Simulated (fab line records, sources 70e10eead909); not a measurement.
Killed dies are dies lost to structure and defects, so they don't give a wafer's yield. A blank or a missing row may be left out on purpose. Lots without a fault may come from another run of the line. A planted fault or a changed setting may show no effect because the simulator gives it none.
A struck lot beside a sound one | flow nand_harc | 42 steps out of a route of 1302
Sound: wafers L284.1, L284.3, L284.6. Struck: wafers L292.5, L292.6. (L292.3 of the same lot was not struck and is left out.) The cause comes at the end.
At each step with rows: each side's tool, then ch and its chambers, then its first start. Under that, the readings that differ: sound wafers | struck wafers | difference of the means | sigmas: that difference in standard deviations of wafers without a fault.
alike: readings whose means differ by less than 2 such deviations, and words and numbers that are the same on both sides. not compared: withheld readings, readings that some wafer has no value for, bounds like >300 that may hide the same value, and numbers for which the record gives no deviation and whose values overlap.
The two part at a step that has a row with sigmas, a row that says differs or no value, or rows on one side only. Numbers that don't overlap but have no deviation are shown without sigmas and don't part them. A reading that every wafer of one side lacks parts them only if that side has two wafers or more.

NHARC_P_GATE_STRIP_101: strips in O2, time 20 s.
  sound on rie_diel-01 ch 0,2, day 6 06:19; struck on rie_diel-04 ch 2,3, day 9 22:08
  alike: drypump_motor_current_A, o2_flow_sccm, oes_product_au, rf_vpp_V, showerhead_plenum_p_Torr, throttle_valve_pct
  not compared: rf_hours_counter_h
then, 11 steps without rows for these wafers: NHARC_P_GATE_PRECLEAN_97 (cleans in SPM, time 600 s); NHARC_P_GATE_SRD_98; NHARC_P_GATE_PRECLEAN_99 (cleans in SC1); NHARC_P_GATE_SRD_100; NHARC_P_GATE_DEHYDRATE_38 (time 120 s); NHARC_P_GATE_HMDS_39 (time 30 s); NHARC_P_GATE_COAT_40; NHARC_P_GATE_SOFTBAKE_41 (time 95 s); NHARC_P_GATE_EBR_42; NHARC_P_GATE_EXPOSE_43 (exposes mask P NSD, target cd 720 nm); NHARC_P_GATE_PEB_44 (peb time 85 s).
NHARC_P_GATE_DEVELOP_45: time 70 s.
  sound on litho_track-07 ch 0, day 6 07:00; struck on litho_track-07 ch 0, day 9 22:00
then, 1 step without rows for these wafers: NHARC_P_GATE_HARDBAKE_47 (time 80 s).
NHARC_P_GATE_DESCUM_48: chemistry O2, time 3 s.
  sound on rie_diel-04 ch 1,3, day 6 07:25; struck on rie_diel-01 ch 1,3, day 9 23:13
  reading                 | sound           | struck    | difference | sigmas
  model.P_GATE.cd_nm (nm) | 720.1 720.2 719 | 118.9 119 | -600.8     |
  alike: drypump_motor_current_A, o2_flow_sccm, oes_product_au, rf_vpp_V, showerhead_plenum_p_Torr, throttle_valve_pct
  not compared: rf_hours_counter_h
then, 1 step without rows for these wafers: NHARC_P_GATE_IMPLANT_49.
NHARC_P_GATE_STRIP_111: strips in N2/H2, time 250 s.
  sound on plasma_asher-02 ch 0,1, day 6 07:49; struck on plasma_asher-01 ch 0,1, day 9 23:45
  alike: drypump_motor_current_A, heater_power_w
  not compared: rf_hours_counter_h
NHARC_P_GATE_STRIP_75: strips in O2.
  sound on plasma_asher-02 ch 0,1, day 6 08:05; struck on plasma_asher-01 ch 0,1, day 9 23:56
  alike: drypump_motor_current_A, heater_power_w
  not compared: rf_hours_counter_h
then, 10 steps without rows for these wafers: NHARC_P_GATE_STRIP_50 (strips in SPM, time 900 s); NHARC_P_GATE_DEHYDRATE_51 (time 120 s); NHARC_P_GATE_HMDS_52 (time 30 s); NHARC_P_GATE_COAT_53; NHARC_P_GATE_SOFTBAKE_54 (time 95 s); NHARC_P_GATE_EBR_55; NHARC_P_GATE_EXPOSE_56 (exposes mask P PSD, target cd 720 nm); NHARC_P_GATE_PEB_57 (peb time 85 s); NHARC_P_GATE_DEVELOP_58 (time 70 s); NHARC_P_GATE_HARDBAKE_60 (time 80 s).
NHARC_P_GATE_DESCUM_61: chemistry O2, time 3 s.
  sound on rie_diel-01 ch 1,3, day 6 09:02; struck on rie_diel-10 ch 0,1, day 10 00:53
  alike: drypump_motor_current_A, o2_flow_sccm, oes_product_au, rf_vpp_V, showerhead_plenum_p_Torr, throttle_valve_pct
  not compared: rf_hours_counter_h
then, 1 step without rows for these wafers: NHARC_P_GATE_IMPLANT_62.
NHARC_P_GATE_STRIP_112: strips in N2/H2, time 200 s.
  sound on plasma_asher-01 ch 0, day 6 09:23; struck on plasma_asher-02 ch 0,1, day 10 01:19
  alike: drypump_motor_current_A, heater_power_w
  not compared: rf_hours_counter_h
then, 9 steps without rows for these wafers: NHARC_P_GATE_STRIP_76 (strips in O2); NHARC_P_GATE_STRIP_63 (strips in SPM, time 900 s); NHARC_P_GATE_DEHYDRATE_83 (time 120 s); NHARC_P_GATE_HMDS_84 (time 30 s); NHARC_P_GATE_COAT_85; NHARC_P_GATE_SOFTBAKE_86 (time 95 s); NHARC_P_GATE_EBR_87; NHARC_P_GATE_EXPOSE_88 (exposes mask P HVN, target cd 2000 nm); NHARC_P_GATE_PEB_89 (peb time 85 s).
NHARC_P_GATE_DESCUM_93: chemistry O2, time 3 s.
  sound on rie_diel-04 ch 0,2,3, day 6 10:45; struck on rie_diel-04 ch 0,1, day 10 02:29
  reading                 | sound          | struck    | difference | sigmas
  model.P_GATE.cd_nm (nm) | 1997 1998 1998 | 118.9 119 | -1878.7    |
  alike: drypump_motor_current_A, o2_flow_sccm, oes_product_au, rf_vpp_V, showerhead_plenum_p_Torr, throttle_valve_pct
  not compared: rf_hours_counter_h
-- the record jumps here: 18 days lie between the struck wafers' starts before and after (it left off in module P_GATE and takes up again in module END, whose first step shown is number 1302 of the route) --
NHARC_END_SORT_01:
  the record has rows for the struck wafers here (prober-02 ch 0, day 28 13:49) and none for the sound ones

WHERE THEY PART
Only at NHARC_END_SORT_01, within this record.

WHY: what the simulator had put in
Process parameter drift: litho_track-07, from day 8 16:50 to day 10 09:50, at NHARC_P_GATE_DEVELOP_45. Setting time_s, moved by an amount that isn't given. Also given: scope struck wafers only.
